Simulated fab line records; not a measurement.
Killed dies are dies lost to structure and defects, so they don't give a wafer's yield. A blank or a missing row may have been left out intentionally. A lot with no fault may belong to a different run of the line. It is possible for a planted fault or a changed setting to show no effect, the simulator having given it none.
Comparing a struck lot with a sound one | flow n5-finfet | 15 out of 1938 route steps
Sound: wafers L245.1, L245.2, L245.6. Struck: wafer L247.4 (left out: L247.2, a lot-mate that was not struck); the cause follows at the end.
At each step with rows: each side's tool, then ch and its chambers, then its first start. Under that, the readings that differ: sound wafers | struck wafers | difference of the means | sigmas: that difference in standard deviations of wafers without a fault.
alike: same words and numbers on both sides, and readings whose means sit less than 2 such deviations apart. not compared: any withheld reading, any reading some wafer has no value for, any bound like >300 that may hide the same value, and any number with overlapping values for which the record gives no deviation.
A row with sigmas, a row that says differs or no value, or rows on one side alone: a step with any of these is where the two part. Numbers that have no deviation but don't overlap get no sigmas and don't part them. A reading missing from all wafers of one side parts the sides only when that side holds two or more wafers.

first, 1 step without rows for these wafers: N5_BEOL_M14_ETCH_67 (etches SiARC in CF4, target depth 143 nm, time 238.3 s).
N5_BEOL_M14_ETCH_68: etches SOC in N2/H2, time 450 s.
  sound on rie-diel-06 ch 0,3, day 14 08:20; struck on rie-diel-01 ch 0, day 14 13:09
  alike: drypump-motor-current-A, h2-flow-sccm, oes-product-au, rf-vpp-V, showerhead-plenum-p-Torr, temp-c, throttle-valve-pct
  not compared: rf-hours-counter-h
then, 3 steps without rows for these wafers: N5_BEOL_M14_STRIP_69 (strips in N2/H2); N5_BEOL_M14_TRENCH_ETCH_34 (etches SiO2 in C4F8/O2/Ar, target depth 556.65 nm, time 126.9 s); N5_BEOL_M14_STRIP_70 (strips in C4F8/O2/Ar).
N5_BEOL_M14_OCD_MEAS_35:
  sound on ocd-01 at day 14 08:46; struck on ocd-02 at day 14 13:35
  alike: trench-depth-nm
N5_BEOL_M14_STRIP_37: strips in O2.
  sound on rie-diel-06 ch 0,2,3, day 14 08:49; struck on rie-diel-06 ch 2, day 14 17:10
  reading      | sound       | struck | difference | sigmas
  rf-vpp-V (V) | 4.5 3.8 4.6 | 2.3    | -2.0       | -2
  alike: drypump-motor-current-A, oes-product-au, showerhead-plenum-p-Torr, temp-c, throttle-valve-pct
  not compared: rf-hours-counter-h
N5_BEOL_M14_ETCH_38: etches SiCN in CF4/N2, target depth 106.5 nm, time 120.6 s.
  sound on rie-diel-06 ch 0,2,3; struck on rie-diel-06 ch 2
  alike: drypump-motor-current-A, oes-product-au, rf-vpp-V, showerhead-plenum-p-Torr, throttle-valve-pct
  not compared: rf-hours-counter-h
then, 2 steps without rows for these wafers: N5_BEOL_M14_PRECLEAN_39 (cleans in residue remover, time 60 s); N5_BEOL_M14_SRD_40 (time 30 s, dry time 30 s).
N5_BEOL_M14_DEGAS_41: time 60 s.
  sound on pvd-sputter-01 at day 14 09:11; struck on pvd-sputter-01 at day 14 17:52
  alike: heater-power-w
N5_BEOL_M14_PRE_CLEAN_42: time 30 s.
  sound on pvd-sputter-01 at day 14 09:13; struck on pvd-sputter-01 at day 14 17:54
  alike: heater-power-w
N5_BEOL_M14_SPUTTER_43: material TaN, target thk 15 nm, time 24.19 s.
  sound on pvd-sputter-01 at day 14 09:16; struck on pvd-sputter-01 at day 14 17:56
  reading                                      | sound        | struck | difference | sigmas
  model.TaN_of_BEOL_M14_SPUTTER_43.thk-nm (nm) | 15 14.8 14.8 | 15.6   | +0.7       |
  alike: cathode-dc-power-W, throttle-valve-pct
then, 1 step without rows for these wafers: N5_BEOL_M14_SPUTTER_44 (material Ta, target thk 15 nm, time 24.19 s).
N5_PASSIVATION_PROBE_49:
  record: rows for the struck wafers here (prober-02, day 15 21:23), none for the sound ones

== WHERE THEY PART ==
Earliest at N5_BEOL_M14_STRIP_37; latest, in this record, at N5_PASSIVATION_PROBE_49.

WHY: what had been put in by the simulator
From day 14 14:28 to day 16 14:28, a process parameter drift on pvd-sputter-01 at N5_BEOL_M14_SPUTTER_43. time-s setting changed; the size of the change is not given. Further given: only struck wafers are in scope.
